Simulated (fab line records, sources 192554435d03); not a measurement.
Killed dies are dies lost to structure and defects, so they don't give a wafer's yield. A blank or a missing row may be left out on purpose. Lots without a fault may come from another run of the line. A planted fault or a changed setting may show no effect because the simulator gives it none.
Which tool did it? | flow n5_finfet | 10 lots, 30 wafers sampled, at 5 steps of a route of 1938

WHAT THE GAUGES READ, wafer by wafer
N5_DUMMY_GATE_INSPECT_27: inspects for defects (brightfield). Usual: raw_defect_count 292, standard deviation 76.
lot  | measured    | on                | raw_defect_count | flag
L521 | day 3 19:05 | defect_inspect-02 | 250 238 313      |
L529 | day 5 20:59 | defect_inspect-01 | 262 182 265      |
L530 | day 6 02:20 | defect_inspect-01 | 301 322 370      |
L531 | day 6 06:07 | defect_inspect-02 | 229 286 260      |
L532 | day 6 10:12 | defect_inspect-02 | 291 261 306      |
L535 | day 7 04:35 | defect_inspect-02 | 230 346 315      |
L536 | day 7 12:04 | defect_inspect-01 | 254 262 232      |
L537 | day 7 18:55 | defect_inspect-02 | 437 437 292      |
L539 | day 8 04:40 | defect_inspect-02 | 463 341 389      |
L540 | day 8 16:31 | defect_inspect-01 | 194 261 217      |

N5_BEOL_M4_RC_MEAS_101. Usual: DIBL_N 36.1 mV/V, standard deviation 1.6; DIBL_P 35.8 mV/V, standard deviation 2; IOFF_N 0.157 nA/um, standard deviation 0.029; IOFF_P 0.21 nA/um, standard deviation 0.034; ION_N 677 uA/um, standard deviation 13; ION_P 465 uA/um, standard deviation 8.1; SS_N 71.3 mV/dec, standard deviation 0.61; SS_P 73.2 mV/dec, standard deviation 0.65; VT_N 249 mV, standard deviation 3.3; VT_P -250 mV, standard deviation 3.2.
lot  | measured     | on        | DIBL_N (mV/V)  | DIBL_P (mV/V)  | IOFF_N (nA/um)    | IOFF_P (nA/um) | ION_N (uA/um) | ION_P (uA/um) | SS_N (mV/dec)  | SS_P (mV/dec)  | VT_N (mV)   | VT_P (mV)      | flag
L521 | day 10 01:29 | prober-01 | 33.4 35.9 33.6 | 31.8 34.4 31.7 | 0.111 0.152 0.112 | 0.16 0.20 0.16 | 658 693 679   | 455 473 467   | 70.3 70.8 70.9 | 72.7 72.9 72.5 | 254 248 253 | -255 -249 -254 |
L529 | day 11 12:04 | prober-02 | 34.5 36.2 36.2 | 35.2 36.6 37.0 | 0.138 0.164 0.176 | 0.19 0.21 0.23 | 680 684 688   | 469 470 476   | 71.0 71.9 71.5 | 72.1 73.2 72.6 | 252 245 245 | -249 -251 -247 |
L530 | day 12 11:02 | prober-02 | 36.2 37.6 38.2 | 37.6 39.2 39.5 | 0.172 0.200 0.204 | 0.23 0.27 0.27 | 702 708 692   | 483 481 474   | 71.0 72.1 71.3 | 73.5 74.2 74.7 | 249 245 245 | -249 -250 -249 |
L535 | day 13 19:41 | prober-01 | 36.0 36.1 35.5 | 36.3 35.9 35.3 | 0.141 0.144 0.136 | 0.21 0.22 0.21 | 678 670 664   | 466 460 463   | 71.5 71.0 71.3 | 74.2 73.0 73.2 | 252 250 253 | -247 -248 -248 |
L536 | day 14 01:10 | prober-01 | 34.8 35.3 35.4 | 34.1 34.8 35.1 | 0.139 0.144 0.147 | 0.19 0.19 0.20 | 680 671 667   | 466 457 456   | 70.9 70.9 71.1 | 72.9 72.8 73.9 | 250 251 249 | -251 -251 -253 |
L537 | day 14 03:41 | prober-01 | 36.5 35.2 34.0 | 35.9 34.7 34.3 | 0.157 0.133 0.127 | 0.23 0.21 0.20 | 671 681 683   | 466 476 477   | 71.4 70.9 71.1 | 72.8 72.9 72.5 | 248 253 251 | -249 -249 -251 |
L539 | day 14 09:38 | prober-02 | 36.3 34.6 37.7 | 36.8 35.0 38.3 | 0.149 0.125 0.171 | 0.21 0.17 0.22 | 681 665 680   | 467 463 469   | 71.3 71.1 71.8 | 72.9 73.0 73.6 | 248 251 250 | -253 -256 -250 |
L540 | day 14 13:03 | prober-02 | 37.0 38.2 36.7 | 38.1 39.0 37.3 | 0.190 0.210 0.182 | 0.24 0.25 0.23 | 696 696 685   | 478 474 468   | 70.9 71.6 71.7 | 74.2 73.7 73.2 | 244 242 248 | -249 -248 -246 |

WHICH TOOL RAN EACH LOT (tool, then ch and the chambers of the sampled wafers, then the start)
lot  | N5_DUMMY_GATE_STRIP_41            | N5_SPACER0_ALD_07                | N5_SPACER0_ALD_00
L521 | rie_diel-06 ch 1,3, day 3 18:17   | ald_sin-01 ch 1,2, day 3 19:07   | ald_sin-01 ch 1,2, day 3 19:16
L529 | rie_diel-04 ch 0,1,2, day 5 20:18 | ald_sin-03 ch 1,2,3, day 5 21:01 | ald_sin-03 ch 1,2,3, day 5 21:11
L530 | rie_diel-02 ch 0,1,2, day 6 01:39 | ald_sin-03 ch 0,2, day 6 03:25   | ald_sin-03 ch 0,2, day 6 03:34
L531 | rie_diel-04 ch 0,1,2, day 6 05:17 | ald_sin-03 ch 0,1,3, day 6 06:10 | ald_sin-03 ch 0,1,3, day 6 06:20
L532 | rie_diel-06 ch 2,3, day 6 09:31   | ald_sin-03 ch 0,2, day 6 10:14   | ald_sin-03 ch 0,2, day 6 10:23
L535 | rie_diel-06 ch 0,1,2, day 7 03:50 | ald_sin-03 ch 1,2,3, day 7 04:38 | ald_sin-03 ch 1,2,3, day 7 04:47
L536 | rie_diel-06 ch 0,1,3, day 7 11:22 | ald_sin-01 ch 0,1,3, day 7 12:20 | ald_sin-01 ch 0,1,3, day 7 12:29
L537 | rie_diel-06 ch 2,3, day 7 18:13   | ald_sin-01 ch 0,1,3, day 7 18:56 | ald_sin-01 ch 0,1,3, day 7 19:05
L539 | rie_diel-06 ch 0,1,2, day 8 03:59 | ald_sin-02 ch 1,2,3, day 8 04:43 | ald_sin-02 ch 1,2,3, day 8 04:52
L540 | rie_diel-06 ch 0,1,2, day 8 15:50 | ald_sin-02 ch 0,1,2, day 8 16:34 | ald_sin-02 ch 0,1,2, day 8 16:43
- N5_DUMMY_GATE_STRIP_41: strips in O2.
- N5_SPACER0_ALD_07: deposits SiNx, target thk 2 nm.
- N5_SPACER0_ALD_00: deposits SiOCN, target thk 3.5 nm, pulse time 3 s, purge time 2 s.

WHAT THE TOOLS THEMSELVES READ (means of the sampled wafers that have a number; where no wafer has one, the mark that the record gives instead)
N5_DUMMY_GATE_STRIP_41. Usual: drypump_motor_current_A 5.8 A, standard deviation 0.58; o2_flow_sccm 225.0 sccm, standard deviation 0.65; oes_product_au 0.82 a.u., standard deviation 0.088; rf_vpp_V 3.7 V, standard deviation 0.48; showerhead_plenum_p_Torr 2.09 Torr, standard deviation 0.064; throttle_valve_pct 16.67 %, standard deviation 0.2.
lot  | tool        | drypump_motor_current_A (A) | o2_flow_sccm (sccm) | oes_product_au (a.u.) | rf_vpp_V (V) | showerhead_plenum_p_Torr (Torr) | throttle_valve_pct (%) | flag
L521 | rie_diel-06 | 5.6                         | 225.0               | 0.75                  | 3.7          | 2.15                            | 16.84                  |
L529 | rie_diel-04 | 5.4                         | 224.8               | 0.88                  | 4.0          | 2.07                            | 16.62                  |
L530 | rie_diel-02 | 6.1                         | 225.2               | 0.82                  | 3.6          | 2.12                            | 16.41                  |
L531 | rie_diel-04 | 5.5                         | 224.7               | 0.85                  | 3.8          | 2.07                            | 16.63                  |
L532 | rie_diel-06 | 5.2                         | 224.8               | 0.77                  | 3.9          | 2.07                            | 16.71                  |
L535 | rie_diel-06 | 6.0                         | 224.3               | 0.82                  | 3.5          | 2.11                            | 16.72                  |
L536 | rie_diel-06 | 5.8                         | 225.0               | 0.80                  | 3.8          | 2.14                            | 16.73                  |
L537 | rie_diel-06 | 5.4                         | 225.2               | 0.76                  | 4.3          | 2.03                            | 16.74                  |
L539 | rie_diel-06 | 6.1                         | 224.3               | 0.80                  | 3.2          | 2.11                            | 16.74                  |
L540 | rie_diel-06 | 6.1                         | 225.1               | 0.80                  | 4.0          | 2.11                            | 16.75                  |

N5_SPACER0_ALD_07. Usual: chamber_pressure_Torr 2.000 Torr, standard deviation 0.0042; heater_power_outer_w 516 W, standard deviation 37; heater_power_w 856 W, standard deviation 70.
lot  | tool       | chamber_pressure_Torr (Torr) | heater_power_outer_w (W) | heater_power_w (W) | flag
L521 | ald_sin-01 | 2.000                        | 501                      | 811                |
L529 | ald_sin-03 | 1.999                        | 530                      | 921                |
L530 | ald_sin-03 | 2.000                        | 487                      | 812                |
L531 | ald_sin-03 | 2.004                        | 520                      | 849                |
L532 | ald_sin-03 | 1.996                        | 489                      | 880                |
L535 | ald_sin-03 | 1.998                        | 532                      | 931                |
L536 | ald_sin-01 | 1.999                        | 508                      | 788                |
L537 | ald_sin-01 | 2.006                        | 502                      | 786                |
L539 | ald_sin-02 | 2.003                        | 491                      | 826                |
L540 | ald_sin-02 | 2.002                        | 522                      | 851                |

N5_SPACER0_ALD_00. Usual: chamber_pressure_Torr 2.000 Torr, standard deviation 0.0045; heater_power_w 852 W, standard deviation 69; precursor_pulse_height_rel 1.000, standard deviation 0.02.
lot  | tool       | chamber_pressure_Torr (Torr) | heater_power_w (W) | precursor_pulse_height_rel | flag
L521 | ald_sin-01 | 1.999                        | 805                | 0.993                      |
L529 | ald_sin-03 | 1.998                        | 914                | 0.991                      |
L530 | ald_sin-03 | 1.996                        | 797                | 1.005                      |
L531 | ald_sin-03 | -                            | -                  | -                          | OFF
L532 | ald_sin-03 | -                            | -                  | -                          | OFF
L535 | ald_sin-03 | 2.001                        | 917                | 0.999                      |
L536 | ald_sin-01 | 2.001                        | 806                | 0.981                      |
L537 | ald_sin-01 | 2.001                        | 790                | 1.013                      |
L539 | ald_sin-02 | 1.998                        | 834                | 0.978                      |
L540 | ald_sin-02 | 2.004                        | 839                | 1.003                      |

THE ANSWER, worked out from the rows above alone
Rule: a lot is off if the mean of its wafers that have a number lies more than 3 standard deviations from the usual mean. A lot without any number at a reading at which 4 lots or more have one is off too. The other lots that the step has rows for count as sound. The gauges are gone through in route order, then the tools' own readings, and for those a lot's mean is taken as printed above. The first step at which some lot is off is used, and at that step the reading that is off furthest; a lot without a number counts as furthest.
Off: L531, L532, at N5_SPACER0_ALD_00 (chamber_pressure_Torr). Without a number there: L531, L532.
A tool fits if, at that step or a process step before it, it ran every lot that is off, and no sound lot after the first of them. None of those tried fits.

WHAT THE SIMULATOR HAD PUT IN
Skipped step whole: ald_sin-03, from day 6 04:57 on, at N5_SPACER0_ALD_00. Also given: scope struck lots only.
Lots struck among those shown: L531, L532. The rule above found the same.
